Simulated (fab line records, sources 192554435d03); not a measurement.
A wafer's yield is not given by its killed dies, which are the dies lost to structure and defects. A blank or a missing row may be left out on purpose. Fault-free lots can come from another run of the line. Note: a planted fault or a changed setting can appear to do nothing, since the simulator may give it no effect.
fab line records	flow n5-finfet
[record] lots = 12	wafers = 34	last-day = 17
route steps=1938 shown BEOL_M7@1286 PASSIVATION@1936
lots with no fault: from the same line, run without faults
start-h: the number of hours between the record's first day and the start of the first shown wafer of the lot	wait-h: how many hours have passed since the lot's step before this one	" the same as in the row above	L1.1+2: a single row standing in for several wafers	- value missing, or start not given	* or withheld: withheld	< > ~ a bound
route shown NAME@n: NAME is a module with steps in the file, n the number in the route of the first one	usual: mean/standard deviation taken from wafers without a fault	same: alike in all rows	chamber/n: place in a boat	sites: per-site readings	_std_site: standard deviation across them	_edge_site: outer sites' mean less inner sites'	radius-mm: how far each site lies from the wafer's centre	mask NAME#n: copy n	behind: the most recent tool/chamber to have shaped the wafer	hold: cause of the lot's hold/its duration in hours/its outcome	device: whichever transistor did not switch (one of n, p or np)	end of line: the tests these same wafers got at the end of their route	step lacking rows: just its recipe	killed: count of dies lost to structure and defects at first sort (not the wafer's yield)	map: the dies of a wafer, with x for killed, . for not killed, _ for no die there
set.NAME: setting as actually run; set.NAME@STEP: the setting as run at that earlier step	model.NAME: the simulator's own value behind a step, which no gauge read
the route's steps for a sample of lots (tables are steps, rows are wafers)
services: from which hour (start-h, from the record's first day; less than 0 if before it) a tool's chamber was out of use, for how many hours, and why
[[steps]]
[step N5_BEOL_M7_CD_MEAS_18]
[recipe] pitch-nm = 80	target-cd-nm = 40
[usual] cd-nm = 40.1/0.56
lot.wafer	tool	chamber	start-h	wait-h	cd-nm
L986.2	cd-sem-01	-	192.03	0.1	40.5
L986.3	"	-	"	"	40.9
L986.5	"	-	"	"	40.6
L987.2	cd-sem-02	-	208.63	0.1	40.0
L987.4	"	-	"	"	40.0
L987.6	"	-	"	"	40.3
L989.1	cd-sem-01	-	211.03	0.0	39.4
L989.2	"	-	"	"	39.9
L989.3	"	-	"	"	39.6
L988.3	cd-sem-01	-	213.42	0.1	40.7
L988.4	"	-	"	"	39.9
L988.6	"	-	"	"	40.0
L991.1	cd-sem-01	-	228.08	0.0	38.9
L991.3	"	-	"	"	39.7
L991.5	"	-	"	"	39.4
L992.4	cd-sem-03	-	228.10	0.1	40.3
L992.5	"	-	"	"	40.5
L992.6	"	-	"	"	40.2
L994.3	cd-sem-01	-	239.86	0.1	39.3
L994.4	"	-	"	"	40.2
L994.6	"	-	"	"	39.3
L996.2	cd-sem-03	-	249.14	0.1	40.4
L996.3	"	-	"	"	40.1
L996.6	"	-	"	"	40.4
L997.3	cd-sem-02	-	267.98	0.1	39.7
L997.6	"	-	"	"	39.6
L999.1	cd-sem-03	-	284.95	0.0	38.5
L999.2	"	-	"	"	39.7
L999.5	"	-	"	"	38.8
L101.1	cd-sem-01	-	290.07	0.0	39.0
L101.5	"	-	"	"	39.6
L106.2	cd-sem-02	-	330.94	0.1	40.5
L106.3	"	-	"	"	40.4
L106.4	"	-	"	"	40.5
[step N5_BEOL_M7_CD_MEAS_28]
[recipe] target-cd-nm = 40	landing-energy-ev = 500	detector = se-inlens
[usual] cd-nm = 39.91/0.22
lot.wafer	tool	chamber	start-h	wait-h	cd-nm
L986.2	cd-sem-03	0	192.42	-	39.81
L986.3	"	0	"	"	40.24
L986.5	"	0	"	"	40.26
L987.2	cd-sem-01	0	209.06	-	40.02
L987.4	"	0	"	"	39.89
L987.6	"	0	"	"	40.07
L989.1	cd-sem-03	0	211.33	-	39.95
L989.2	"	0	"	"	39.79
L989.3	"	0	"	"	39.77
L988.3	cd-sem-02	0	215.44	-	39.78
L988.4	"	0	"	"	39.89
L988.6	"	0	"	"	39.77
L991.1	cd-sem-02	0	229.33	-	40.02
L991.3	"	0	"	"	39.84
L991.5	"	0	"	"	39.95
L992.4	cd-sem-02	0	229.51	-	40.05
L992.5	"	0	"	"	39.82
L992.6	"	0	"	"	39.97
L994.3	cd-sem-01	0	241.21	-	40.22
L994.4	"	0	"	"	39.77
L994.6	"	0	"	"	40.11
L996.2	cd-sem-02	0	250.13	-	40.01
L996.3	"	0	"	"	39.70
L996.6	"	0	"	"	39.81
L997.3	cd-sem-01	0	272.11	-	39.87
L997.6	"	0	"	"	39.74
L999.1	cd-sem-01	0	286.57	-	40.00
L999.2	"	0	"	"	40.13
L999.5	"	0	"	"	40.04
L101.1	cd-sem-02	0	291.13	-	39.98
L101.5	"	0	"	"	40.07
L106.2	cd-sem-02	0	331.85	-	39.74
L106.3	"	0	"	"	40.06
L106.4	"	0	"	"	40.19
[step N5_BEOL_M7_ETCH_65]
[recipe] chemistry = CF4	target = SiARC	target-depth-a = 156	mask-material = CAR-EUV	time-s = 26	ion-energy-ev = 80	pressure-mtorr = 40	source-w = 545	bias-w = 36	Ar_flow_sccm = 100	cf4-flow-sccm = 100	ends = cleared
[usual] drypump-motor-current-A = 5.6/0.39	etch-rf-on-time-s = 26.0/0.53	oes-product-au = 0.68/0.069	rf-vpp-V = 183.8/1.2	showerhead-plenum-p-Torr = 2.12/0.073	throttle-valve-pct = 15.52/0.25
lot.wafer	tool	chamber	start-h	wait-h	drypump-motor-current-A	etch-rf-on-time-s	oes-product-au	rf-hours-counter-h	rf-vpp-V	showerhead-plenum-p-Torr	throttle-valve-pct
L986.2	rie-diel-05	1	192.59	0.0	5.5	26.1	0.62	170	183.7	2.04	15.40
L986.3	"	3	"	"	5.4	25.6	0.70	82	184.2	2.15	15.61
L986.5	"	3	"	"	5.4	25.4	0.70	-	184.1	2.15	15.62
L987.2	rie-diel-03	2	209.23	0.0	6.0	27.0	0.59	225	182.1	2.04	15.66
L987.4	"	0	"	"	5.8	26.9	0.60	183	185.0	2.22	16.03
L987.6	"	0	"	"	5.8	26.7	0.61	-	186.9	2.22	16.03
L989.1	rie-diel-05	0	211.51	0.0	6.1	26.5	0.77	36	183.7	2.10	15.15
L989.2	"	2	"	"	5.8	26.5	0.63	148	183.7	2.14	15.75
L989.3	"	3	"	"	5.4	25.8	0.70	87	184.1	2.15	15.63
L988.3	rie-diel-05	0	215.85	0.0	6.1	26.1	0.76	37	183.5	2.10	15.15
L988.4	"	2	"	"	5.8	26.4	0.63	150	182.5	2.14	15.75
L988.6	"	3	"	"	5.4	25.1	0.69	-	183.8	2.15	15.64
L991.1	rie-diel-05	3	230.03	0.0	5.4	25.6	0.68	92	184.0	2.15	15.62
L991.3	"	0	"	"	6.1	26.2	0.76	41	184.3	2.10	15.16
L991.5	"	1	"	"	5.5	25.9	0.62	-	182.8	2.03	15.43
L992.4	rie-diel-04	0	230.08	0.0	6.3	25.3	0.72	60	182.8	2.07	15.68
L992.5	"	3	"	"	5.4	26.1	0.71	-	187.3	2.28	15.17
L992.6	"	2	"	"	5.0	25.8	0.63	-	183.3	2.04	15.60
L994.3	rie-diel-05	1	241.69	0.0	5.5	26.0	0.63	183	181.9	2.03	15.40
L994.4	"	2	"	"	5.8	26.0	0.63	156	184.2	2.14	15.74
L994.6	"	0	"	"	6.1	25.9	0.76	-	183.0	2.10	15.13
L996.2	rie-diel-04	3	250.30	0.0	5.4	25.5	0.71	55	185.1	2.27	15.18
L996.3	"	2	"	"	4.9	25.4	0.63	196	184.2	2.04	15.61
L996.6	"	3	"	"	5.4	25.6	0.71	-	183.5	2.27	15.15
L997.3	rie-diel-03	2	272.50	0.0	5.9	27.0	0.58	246	183.4	2.03	15.70
L997.6	"	3	"	"	5.8	26.0	0.73	-	183.7	2.18	15.51
L999.1	rie-diel-05	2	287.10	0.0	5.8	26.1	0.62	168	183.6	2.13	15.79
L999.2	"	0	"	"	6.0	26.2	0.74	57	183.1	2.09	15.19
L999.5	"	0	"	"	6.1	26.0	0.75	-	184.7	2.09	15.18
L101.1	rie-diel-05	1	291.30	0.0	5.5	17.7	0.78	194	181.6	2.03	15.45
L101.5	"	2	"	"	5.8	26.3	0.61	-	184.1	2.13	15.78
L106.2	rie-diel-05	0	332.31	0.0	6.1	26.3	0.73	75	182.4	2.09	15.21
L106.3	"	1	"	"	5.5	26.0	0.61	210	181.4	2.02	15.48
L106.4	"	2	"	"	5.8	17.9	0.77	185	184.7	2.13	15.83
[step N5_BEOL_M7_OCD_MEAS_38]
[usual] trench-depth-nm = 93.6/1.6
lot.wafer	tool	chamber	start-h	wait-h	trench-depth-nm
L986.2	ocd-01	-	192.97	-	95.8
L986.3	"	-	"	"	95.0
L986.5	"	-	"	"	96.1
L987.2	ocd-02	-	209.61	-	92.3
L987.4	"	-	"	"	89.7
L987.6	"	-	"	"	90.9
L989.1	ocd-02	-	211.89	-	94.2
L989.2	"	-	"	"	92.4
L989.3	"	-	"	"	94.4
L988.3	ocd-02	-	216.23	-	92.8
L988.4	"	-	"	"	92.0
L988.6	"	-	"	"	94.7
L991.1	ocd-01	-	230.41	-	94.6
L991.3	"	-	"	"	92.3
L991.5	"	-	"	"	94.3
L992.4	ocd-01	-	230.47	-	95.2
L992.5	"	-	"	"	93.3
L992.6	"	-	"	"	92.8
L994.3	ocd-02	-	242.07	-	94.7
L994.4	"	-	"	"	92.5
L994.6	"	-	"	"	93.5
L996.2	ocd-01	-	250.69	-	92.9
L996.3	"	-	"	"	92.5
L996.6	"	-	"	"	92.6
L997.3	ocd-01	-	272.88	-	91.2
L997.6	"	-	"	"	94.9
L999.1	ocd-02	-	287.48	-	91.4
L999.2	"	-	"	"	92.6
L999.5	"	-	"	"	94.1
L101.1	ocd-02	-	291.68	-	92.7
L101.5	"	-	"	"	91.9
L106.2	ocd-02	-	332.69	-	93.5
L106.3	"	-	"	"	93.1
L106.4	"	-	"	"	91.8
[step N5_PASSIVATION_PROBE_49]
[usual] defect-limited-yield = 91.2/1.3	killed_at_M0_to_M3 = 34/10	killed_at_M4_up = 13/4.6	killed-at-contacts = 13/5.5	killed-at-front-end = 41/12	killed-at-other = 2.8/2.4	killed-dies = 104/16	killed-open = 67/12	killed-short = 33/7.2	sort_bin_5_function = 5.1/0.86	sort_bin_6_memory = 3.3/0.62	sort_bin_8_speed = 0.00/0.014	sort-n-pass = 1076/16
[same] gross-dies = 1180	killed-at-back-side = 0	sort_bin_4_leakage[%] = 0
lot.wafer	tool	chamber	start-h	wait-h	defect-limited-yield[%]	killed_at_M0_to_M3	killed_at_M4_up	killed-at-contacts	killed-at-front-end	killed-at-other	killed-dies	killed-open	killed-short	sort_bin_5_function[%]	sort_bin_6_memory[%]	sort_bin_8_speed[%]	sort-n-pass
L986.2	prober-01	-	273.53	0.1	90.6	37	14	16	34	10	111	74	34	5.8	3.1	0	1069
L986.3	prober-01	-	273.58	0.1	92.5	25	9	20	33	2	89	65	24	4.5	2.9	0	1091
L986.5	prober-01	-	273.68	0.2	89.4	34	20	14	57	0	125	88	35	5.8	4.7	0	1055
L987.2	prober-02	-	293.97	0.1	91.6	30	19	12	31	7	99	62	34	5.0	2.6	0	1081
L987.4	prober-02	-	294.07	0.2	91.9	27	10	11	46	1	95	57	33	4.7	3.2	0	1085
L987.6	prober-02	-	294.17	0.3	90.1	32	14	22	49	0	117	67	44	5.1	4.1	0	1063
L989.1	prober-01	-	298.87	0.0	88.5	30	19	27	58	2	136	100	33	6.9	4.2	0	1044
L989.2	prober-01	-	298.92	0.1	92.0	21	19	9	38	7	94	57	36	5.0	2.7	0	1086
L989.3	prober-01	-	298.97	0.1	92.5	20	16	8	39	6	89	59	28	4.7	2.6	0	1091
L988.3	prober-02	-	306.14	0.1	91.0	42	13	13	37	1	106	77	24	5.1	3.1	0	1074
L988.4	prober-02	-	306.19	0.2	90.3	33	14	15	50	3	115	71	43	5.4	4.0	0	1065
L988.6	prober-02	-	306.29	0.3	90.4	38	17	11	46	1	113	73	35	5.8	3.1	0	1067
L992.4	prober-01	-	317.37	0.2	91.4	35	10	7	50	0	102	68	30	4.7	3.7	0	1078
L992.5	prober-01	-	317.42	0.2	91.3	34	17	17	34	1	103	68	28	4.8	3.6	0	1077
L992.6	prober-01	-	317.47	0.3	89.8	35	15	11	56	3	120	89	25	5.7	4.4	0	1060
L991.1	prober-02	-	317.39	0.0	91.9	33	17	11	31	3	95	55	30	5.0	2.6	0	1085
L991.3	prober-02	-	317.49	0.1	89.3	49	8	19	45	5	126	81	39	6.5	4.0	0	1054
L991.5	prober-02	-	317.59	0.2	91.9	27	18	9	32	10	96	70	22	5.1	2.6	0	1084
L994.3	prober-01	-	326.19	0.1	91.4	23	10	10	56	3	102	54	33	4.7	2.7	0	1078
L994.4	prober-01	-	326.24	0.2	92.2	31	8	10	43	0	92	52	30	4.5	2.6	0	1088
L994.6	prober-01	-	326.34	0.3	91.7	32	11	21	31	3	98	57	35	5.1	3.1	0	1082
L996.2	prober-02	-	335.66	0.1	89.2	38	19	16	52	2	127	92	29	6.4	4.0	0	1053
L996.3	prober-02	-	335.71	0.1	89.9	37	14	19	49	0	119	67	44	5.9	3.4	0	1061
L996.6	prober-02	-	335.86	0.3	90.7	33	13	21	41	2	110	69	41	6.4	2.5	0	1070
L997.3	prober-01	-	360.57	1.0	91.9	42	9	20	24	0	95	66	28	4.8	3.1	0	1085
L997.6	prober-01	-	360.72	1.2	93.7	31	8	13	21	1	74	52	21	4.0	2.0	0	1106
L101.1	prober-01	-	369.72	0.0	89.9	42	13	16	44	4	119	88	27	5.4	4.4	0	1061
L101.5	prober-01	-	369.92	0.2	88.8	39	11	19	54	9	132	83	41	7.3	3.7	0	1048
L999.1	prober-01	-	376.01	0.0	92.2	27	18	13	33	1	92	55	33	4.3	2.9	0	1088
L999.2	prober-01	-	376.06	0.1	94.2	16	9	5	35	4	69	45	17	3.3	2.2	0.17	1111
L999.5	prober-01	-	376.21	0.2	92.2	21	12	8	47	4	92	57	30	4.4	3.2	0	1088
L106.2	prober-01	-	407.35	0.1	91.4	37	16	18	28	2	101	61	34	4.9	3.3	0	1079
L106.3	prober-01	-	407.40	0.1	95.0	25	4	12	18	0	59	44	9	2.8	1.9	0	1121
L106.4	prober-01	-	407.45	0.2	93.1	26	11	13	30	1	81	56	19	4.4	2.2	0	1099
// killed by level:class
L986.2 BEOL_M0_SAQP:geometric-particle:open=15 MOL_CONTACT_COAG:geometric-particle:open=12 STI_FIN_REVEAL:geometric-particle:open=11 BEOL_M3:geometric-particle:open=8 FIN_SAQP:geometric-particle:open=5 BEOL_M0_SAQP:geometric-particle:short=4 PASS1_CAP:geometric-particle:open=4 STI_FIN_REVEAL:geometric-particle:short=3
L986.3 STI_FIN_REVEAL:geometric-particle:open=18 MOL_CONTACT_COAG:geometric-particle:open=15 FIN_SAQP:geometric-particle:open=5 MOL_CONTACT_COAG:geometric-particle:short=5 BEOL_M0_SAQP:geometric-particle:short=5 BEOL_M0_SAQP:geometric-particle:open=4 BEOL_M0:geometric-particle:open=4 BEOL_M3:geometric-particle:short=4
L986.5 STI_FIN_REVEAL:geometric-particle:open=19 MOL_CONTACT_COAG:geometric-particle:open=13 FIN_SAQP:geometric-particle:short=10 BEOL_M0_SAQP:geometric-particle:short=9 BEOL_M0_SAQP:geometric-particle:open=9 FIN_SAQP:geometric-particle:open=8 BEOL_M2:geometric-particle:open=7 GATE_CUT:geometric-particle:open=6
L987.2 MOL_CONTACT_COAG:geometric-particle:open=8 BEOL_M2:geometric-particle:open=8 FIN_SAQP:geometric-particle:open=7 BEOL_M4:geometric-particle:open=7 BEOL_M1:geometric-particle:open=6 STI_FIN_REVEAL:geometric-particle:open=5 BEOL_M0_SAQP:geometric-particle:short=5 MOL_CONTACT_COAG:geometric-particle:short=4
L987.4 FIN_SAQP:geometric-particle:open=17 FIN_SAQP:geometric-particle:short=12 MOL_CONTACT_COAG:geometric-particle:open=10 BEOL_M0_SAQP:geometric-particle:open=7 BEOL_M0_SAQP:geometric-particle:short=6 BEOL_M1:geometric-particle:open=5 BEOL_M2:geometric-particle:open=5 DUMMY_GATE:geometric-particle:open=4
L987.6 MOL_CONTACT_COAG:geometric-particle:open=19 FIN_SAQP:geometric-particle:short=8 BEOL_M3:geometric-particle:open=8 GATE_CUT:geometric-particle:short=7 BEOL_M0_SAQP:geometric-particle:open=7 FIN_SAQP:geometric-particle:open=6 BEOL_M0_SAQP:geometric-particle:short=6 BEOL_M4:geometric-particle:open=6
L989.1 MOL_CONTACT_COAG:geometric-particle:open=21 STI_FIN_REVEAL:geometric-particle:open=19 BEOL_M4:geometric-particle:open=12 FIN_SAQP:geometric-particle:open=10 BEOL_M3:geometric-particle:open=10 FIN_SAQP:geometric-particle:short=8 MOL_CONTACT_COAG:geometric-particle:short=6 STI_FIN_REVEAL:geometric-particle:short=5
L989.2 FIN_SAQP:geometric-particle:open=10 BEOL_M3:geometric-particle:open=7 STI_FIN_REVEAL:geometric-particle:open=7 FIN_SAQP:geometric-particle:short=6 MOL_CONTACT_COAG:geometric-particle:open=6 BEOL_M4:geometric-particle:open=6 BEOL_M4:geometric-particle:short=6 BEOL_M0_SAQP:geometric-particle:open=3
L989.3 FIN_SAQP:geometric-particle:open=12 FIN_SAQP:geometric-particle:short=11 MOL_CONTACT_COAG:geometric-particle:open=7 BEOL_M4:geometric-particle:open=7 STI_FIN_REVEAL:geometric-particle:open=5 BEOL_M3:geometric-particle:open=5 BEOL_M0:geometric-particle:open=4 BEOL_M0_SAQP:geometric-particle:short=3
L988.3 BEOL_M1:geometric-particle:open=17 MOL_CONTACT_COAG:geometric-particle:open=11 FIN_SAQP:geometric-particle:open=6 DUMMY_GATE:geometric-particle:open=6 STI_FIN_REVEAL:geometric-particle:open=5 BEOL_M0_SAQP:geometric-particle:open=5 BEOL_M4:geometric-particle:open=5 BEOL_M0_SAQP:geometric-particle:short=4
L988.4 FIN_SAQP:geometric-particle:open=18 MOL_CONTACT_COAG:geometric-particle:open=10 BEOL_M1:geometric-particle:open=8 BEOL_M0_SAQP:geometric-particle:short=7 BEOL_M0_SAQP:geometric-particle:open=6 FIN_SAQP:geometric-particle:short=5 ILD0:geometric-particle:short=5 GATE_CUT:geometric-particle:short=5
L988.6 FIN_SAQP:geometric-particle:open=11 BEOL_M0_SAQP:geometric-particle:open=11 MOL_CONTACT_COAG:geometric-particle:open=9 BEOL_M1:geometric-particle:open=7 BEOL_M2:geometric-particle:open=6 DUMMY_GATE:geometric-particle:open=5 GATE_CUT:geometric-particle:short=5 STARTING-WAFER:geometric-particle:short=5
L992.4 STI_FIN_REVEAL:geometric-particle:open=17 BEOL_M3:geometric-particle:open=7 BEOL_M1:geometric-particle:open=7 FIN_SAQP:geometric-particle:short=6 BEOL_M0_SAQP:geometric-particle:open=6 BEOL_M2:geometric-particle:open=6 GATE_CUT:geometric-particle:short=5 FIN_SAQP:geometric-particle:open=4
L991.1 MOL_CONTACT_COAG:geometric-particle:open=10 BEOL_M4:geometric-particle:open=9 FIN_SAQP:geometric-particle:short=7 BEOL_M2:geometric-particle:open=7 BEOL_M0_SAQP:geometric-particle:short=6 FIN_SAQP:geometric-particle:open=5 BEOL_M3:geometric-particle:open=5 BEOL_M3:geometric-particle:short=4
L992.5 MOL_CONTACT_COAG:geometric-particle:open=14 BEOL_M0_SAQP:geometric-particle:short=9 DUMMY_GATE:geometric-particle:open=7 BEOL_M3:geometric-particle:open=7 GATE_CUT:geometric-particle:short=6 BEOL_M4:geometric-particle:open=6 BEOL_M2:geometric-particle:open=5 STI_FIN_REVEAL:geometric-particle:open=4
L992.6 DUMMY_GATE:geometric-particle:open=21 MOL_CONTACT_COAG:geometric-particle:open=10 STI_FIN_REVEAL:geometric-particle:open=9 BEOL_M0_SAQP:geometric-particle:short=7 FIN_SAQP:geometric-particle:open=6 BEOL_M0_SAQP:geometric-particle:open=6 BEOL_M3:geometric-particle:open=6 BEOL_M5:geometric-particle:open=6
L991.3 MOL_CONTACT_COAG:geometric-particle:open=14 BEOL_M3:geometric-particle:open=13 BEOL_M0_SAQP:geometric-particle:short=11 FIN_SAQP:geometric-particle:open=10 BEOL_M0_SAQP:geometric-particle:open=9 BEOL_M2:geometric-particle:open=7 BEOL_M1:geometric-particle:open=6 STARTING-WAFER:geometric-particle:short=6
L991.5 MOL_CONTACT_COAG:geometric-particle:open=8 BEOL_M0_SAQP:geometric-particle:open=8 DUMMY_GATE:geometric-particle:open=7 BEOL_M3:geometric-particle:open=7 BEOL_M5:geometric-particle:open=7 GATE_CUT:geometric-particle:short=6 FIN_SAQP:geometric-particle:short=5 BEOL_M1:geometric-particle:open=5
L994.3 STI_FIN_REVEAL:geometric-particle:open=11 GATE_CUT:geometric-particle:short=9 HKMG_FIN:area-etch=9 FIN_SAQP:geometric-particle:open=8 MOL_CONTACT_COAG:geometric-particle:open=7 BEOL_M0_SAQP:geometric-particle:short=6 DUMMY_GATE:geometric-particle:open=4 BEOL_M1:geometric-particle:open=4
L994.4 MOL_CONTACT_COAG:geometric-particle:open=8 GATE_CUT:geometric-particle:short=7 BEOL_M1:geometric-particle:open=7 HKMG_FIN:area-etch=6 BEOL_M3:geometric-particle:open=5 FIN_SAQP:geometric-particle:open=4 GATE_CUT:geometric-particle:open=4 BEOL_M0_SAQP:geometric-particle:open=4
L994.6 MOL_CONTACT_COAG:geometric-particle:open=14 BEOL_M0_SAQP:geometric-particle:short=8 MOL_CONTACT_COAG:geometric-particle:short=7 GATE_CUT:geometric-particle:short=6 BEOL_M1:geometric-particle:open=6 GATE_CUT:geometric-particle:open=5 BEOL_M0_SAQP:geometric-particle:open=5 STI_FIN_REVEAL:geometric-particle:open=4
L996.2 MOL_CONTACT_COAG:geometric-particle:open=14 BEOL_M2:geometric-particle:open=11 BEOL_M4:geometric-particle:open=10 FIN_SAQP:geometric-particle:open=8 GATE_CUT:geometric-particle:open=7 BEOL_M3:geometric-particle:open=7 DUMMY_GATE:geometric-particle:open=6 GATE_CUT:geometric-particle:short=6
L996.3 MOL_CONTACT_COAG:geometric-particle:open=14 BEOL_M0_SAQP:geometric-particle:open=10 STI_FIN_REVEAL:geometric-particle:open=9 BEOL_M0_SAQP:geometric-particle:short=9 BEOL_M4:geometric-particle:open=8 HKMG_FIN:area-etch=7 FIN_SAQP:geometric-particle:short=6 BEOL_M1:geometric-particle:short=6
L996.6 MOL_CONTACT_COAG:geometric-particle:open=15 BEOL_M3:geometric-particle:open=11 STI_FIN_REVEAL:geometric-particle:open=8 BEOL_M4:geometric-particle:open=8 BEOL_M0_SAQP:geometric-particle:short=7 FIN_SAQP:geometric-particle:open=6 GATE_CUT:geometric-particle:short=6 MOL_CONTACT_COAG:geometric-particle:short=6
L997.3 MOL_CONTACT_COAG:geometric-particle:open=16 FIN_SAQP:geometric-particle:open=8 BEOL_M0_SAQP:geometric-particle:open=8 BEOL_M1:geometric-particle:open=8 BEOL_M0_SAQP:geometric-particle:short=7 STARTING-WAFER:geometric-particle:open=5 MOL_CONTACT_COAG:geometric-particle:short=4 BEOL_M1:geometric-particle:short=4
L997.6 MOL_CONTACT_COAG:geometric-particle:open=12 BEOL_M2:geometric-particle:open=10 STI_FIN_REVEAL:geometric-particle:open=7 BEOL_M3:geometric-particle:open=5 BEOL_M0_SAQP:geometric-particle:short=4 BEOL_M0_SAQP:geometric-particle:open=3 BEOL_M3:geometric-particle:short=3 BEOL_M4:geometric-particle:open=3
L101.1 FIN_SAQP:geometric-particle:open=15 MOL_CONTACT_COAG:geometric-particle:open=12 BEOL_M0_SAQP:geometric-particle:open=11 BEOL_M2:geometric-particle:open=11 BEOL_M0_SAQP:geometric-particle:short=10 BEOL_M1:geometric-particle:open=8 BEOL_M5:geometric-particle:open=8 DUMMY_GATE:geometric-particle:open=7
L101.5 FIN_SAQP:geometric-particle:open=20 FIN_SAQP:geometric-particle:short=16 MOL_CONTACT_COAG:geometric-particle:open=15 BEOL_M0_SAQP:geometric-particle:open=11 BEOL_M2:geometric-particle:open=10 BEOL_M0_SAQP:geometric-particle:short=7 STI_FIN_REVEAL:geometric-particle:open=5 BEOL_M1:geometric-particle:open=4
L999.1 FIN_SAQP:geometric-particle:open=17 MOL_CONTACT_COAG:geometric-particle:open=9 BEOL_M0_SAQP:geometric-particle:short=7 BEOL_M0_SAQP:geometric-particle:open=7 FIN_SAQP:geometric-particle:short=4 GATE_CUT:geometric-particle:short=4 MOL_CONTACT_COAG:geometric-particle:short=4 BEOL_M3:geometric-particle:open=3
L999.2 FIN_SAQP:geometric-particle:open=13 FIN_SAQP:geometric-particle:short=7 STARTING-WAFER:geometric-particle:open=6 MOL_CONTACT_COAG:geometric-particle:open=5 BEOL_M2:geometric-particle:open=3 STARTING-WAFER:geometric-particle:short=3 GATE_CUT:geometric-particle:open=2 BEOL_M0_SAQP:geometric-particle:open=2
L999.5 FIN_SAQP:geometric-particle:open=16 FIN_SAQP:geometric-particle:short=10 MOL_CONTACT_COAG:geometric-particle:open=7 BEOL_M2:geometric-particle:open=5 BEOL_M3:geometric-particle:open=4 FIN_CUT:geometric-particle:open=3 SPACER0:geometric-particle:short=3 GATE_CUT:geometric-particle:short=3
L106.2 MOL_CONTACT_COAG:geometric-particle:open=12 BEOL_M0_SAQP:geometric-particle:short=10 BEOL_M2:geometric-particle:open=7 STI_FIN_REVEAL:geometric-particle:open=6 MOL_CONTACT_COAG:geometric-particle:short=6 BEOL_M1:geometric-particle:open=5 BEOL_M0_SAQP:geometric-particle:open=5 BEOL_M4:geometric-particle:open=5
L106.3 BEOL_M3:geometric-particle:open=10 MOL_CONTACT_COAG:geometric-particle:open=8 STI_FIN_REVEAL:geometric-particle:open=4 MOL_CONTACT_COAG:geometric-particle:short=4 BEOL_M2:geometric-particle:open=4 DUMMY_GATE:geometric-particle:open=3 BEOL_M0_SAQP:geometric-particle:open=3 STARTING-WAFER:geometric-particle:open=3
L106.4 MOL_CONTACT_COAG:geometric-particle:open=11 BEOL_M1:geometric-particle:open=9 FIN_SAQP:geometric-particle:open=5 BEOL_M3:geometric-particle:open=5 FIN_SAQP:geometric-particle:short=3 STI_FIN_REVEAL:geometric-particle:short=3 STI_FIN_REVEAL:geometric-particle:open=3 DUMMY_GATE:geometric-particle:open=3
[[services]]
tool	chamber	start-h	hours	kind
rie-diel-04	-	199.56	1.0	repair
rie-diel-04	1	231.91	-	clean
rie-diel-04	1	231.91	-	consumable-replace:focus-ring
rie-diel-04	1	231.91	14.9	scheduled-down
rie-diel-04	1	231.91	14.9	vent-cycle
rie-diel-05	-	243.98	0.4	repair
rie-diel-05	1	248.26	8.4	repair
rie-diel-05	-	265.91	4.3	pm
rie-diel-05	-	283.06	1.3	repair
rie-diel-03	2	284.87	-	clean
rie-diel-03	2	284.87	-	consumable-replace:focus-ring
rie-diel-03	2	284.87	-	consumable-replace:showerhead
rie-diel-03	2	284.87	22.5	scheduled-down
rie-diel-03	2	284.87	22.5	vent-cycle
rie-diel-04	2	310.40	11.5	repair
[[key]]
[first-sign] step = N5_BEOL_M7_ETCH_65	reading = etch-rf-on-time-s	direction = down	sigmas = 15	usual = *	struck = *
effect none on later readings
met-at N5_BEOL_M7_ETCH_65
struck-lots L101,L106
struck-wafers L101.1,L106.4
not-acting-at N5_BEOL_M7_CD_MEAS_18,N5_BEOL_M7_CD_MEAS_28,N5_BEOL_M7_OCD_MEAS_38
onset-between 287.10 291.30
[fault] kind = process-parameter-drift	tool = rie-diel-05	chamber = -	onset-h = 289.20	steps = N5_BEOL_M7_ETCH_65	channel = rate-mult	offset = 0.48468	shape = step	end-h = 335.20	scope = struck-wafers-only
